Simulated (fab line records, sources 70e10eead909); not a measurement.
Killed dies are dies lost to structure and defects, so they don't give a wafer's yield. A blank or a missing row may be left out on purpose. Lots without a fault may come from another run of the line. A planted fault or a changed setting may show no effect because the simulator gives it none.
A struck lot beside a sound one | flow nand_harc | 23 steps out of a route of 1302
Sound: wafers L219.1, L219.2, L219.3. Struck: wafers L228.1, L228.4, L228.5. The cause comes at the end.
At each step with rows: each side's tool, then ch and its chambers, then its first start. Under that, the readings that differ: sound wafers | struck wafers | difference of the means | sigmas: that difference in standard deviations of wafers without a fault.
alike: readings whose means differ by less than 2 such deviations, and words and numbers that are the same on both sides. not compared: withheld readings, readings that some wafer has no value for, bounds like >300 that may hide the same value, and numbers for which the record gives no deviation and whose values overlap.
The two part at a step that has a row with sigmas, a row that says differs or no value, or rows on one side only. Numbers that don't overlap but have no deviation are shown without sigmas and don't part them. A reading that every wafer of one side lacks parts them only if that side has two wafers or more.

first, 4 steps without rows for these wafers: NHARC_P_GATE_EBR_87; NHARC_P_GATE_EXPOSE_88 (exposes mask P HVN, target cd 2000 nm); NHARC_P_GATE_PEB_89 (peb time 85 s); NHARC_P_GATE_DEVELOP_90 (time 70 s).
NHARC_P_GATE_CD_MEAS_91: target cd 2000 nm.
  sound on cd_sem-01 ch 0, day 6 03:17; struck on cd_sem-03 ch 0, day 10 07:50
  alike: cd_nm
then, 3 steps without rows for these wafers: NHARC_P_GATE_HARDBAKE_92 (time 80 s); NHARC_P_GATE_DESCUM_93 (chemistry O2, time 3 s); NHARC_P_GATE_IMPLANT_94.
NHARC_P_GATE_STRIP_113: strips in N2/H2, time 740 s.
  sound on plasma_asher-02 ch 0,1, day 6 03:49; struck on plasma_asher-01 ch 0,1, day 10 08:29
  alike: drypump_motor_current_A, heater_power_w, rf_refl_power_W
  not compared: rf_hours_counter_h
then, 2 steps without rows for these wafers: NHARC_P_GATE_STRIP_95 (strips in O2); NHARC_P_GATE_STRIP_96 (strips in SPM, time 900 s).
NHARC_P_GATE_RTA_64: time 1 s.
  sound on rtp_anneal-01 ch 0, day 6 05:04; struck on rtp_anneal-01 ch 0, day 10 09:38
  alike: lamp_power_pct, wafer_temp_C_max
NHARC_P_GATE_ETCH_77: etches SiO2 in dHF, target depth 6 nm.
  sound on wet_bench-03 ch 2,4,5, day 6 05:16; struck on wet_bench-01 ch 0,3,4, day 10 09:50
NHARC_P_GATE_DEGAS_109: time 60 s.
  sound on pvd_sputter-02, day 6 05:23; struck on pvd_sputter-02, day 10 09:56
  alike: heater_power_w
then, 5 steps without rows for these wafers: NHARC_P_GATE_PRE_CLEAN_110 (time 30 s); NHARC_P_GATE_SPUTTER_78 (material Ni, target thk 10 nm); NHARC_P_GATE_SPUTTER_79 (material TiN, target thk 10 nm); NHARC_P_GATE_RTA_80 (time 30 s); NHARC_P_GATE_STRIP_67 (strips in SPM, time 600 s).
NHARC_P_GATE_RTA_82: time 30 s.
  sound on rtp_anneal-01 ch 0, day 6 06:12; struck on rtp_anneal-02 ch 0, day 10 10:41
  reading            | sound       | struck      | difference | sigmas
  lamp_power_pct (%) | 3.9 3.9 3.9 | 3.2 3.2 3.2 | -0.7       | -2
  alike: wafer_temp_C_max
NHARC_P_GATE_INSPECT_68:
  sound on defect_inspect-01, day 6 06:24; struck on defect_inspect-02, day 10 10:53
  reading          | sound       | struck      | difference | sigmas
  raw_defect_count | 249 181 176 | 573 476 504 | +316       | +4
NHARC_P_CONTACT_DEP_30: deposits SiNx, target thk 30 nm.
  sound on pecvd-04 ch 0,1,2, day 6 06:28; struck on pecvd-03 ch 0,1, day 10 11:02
  alike: heater_power_w
-- the record jumps here: 18 days lie between the struck wafers' starts before and after (it left off in module P_CONTACT and takes up again in module END, whose first step shown is number 1302 of the route) --
NHARC_END_SORT_01:
  the record has rows for the struck wafers here (prober-01 ch 0, day 28 19:44) and none for the sound ones

WHERE THEY PART
First at NHARC_P_GATE_RTA_82; last, within this record, at NHARC_END_SORT_01.

WHY: what the simulator had put in
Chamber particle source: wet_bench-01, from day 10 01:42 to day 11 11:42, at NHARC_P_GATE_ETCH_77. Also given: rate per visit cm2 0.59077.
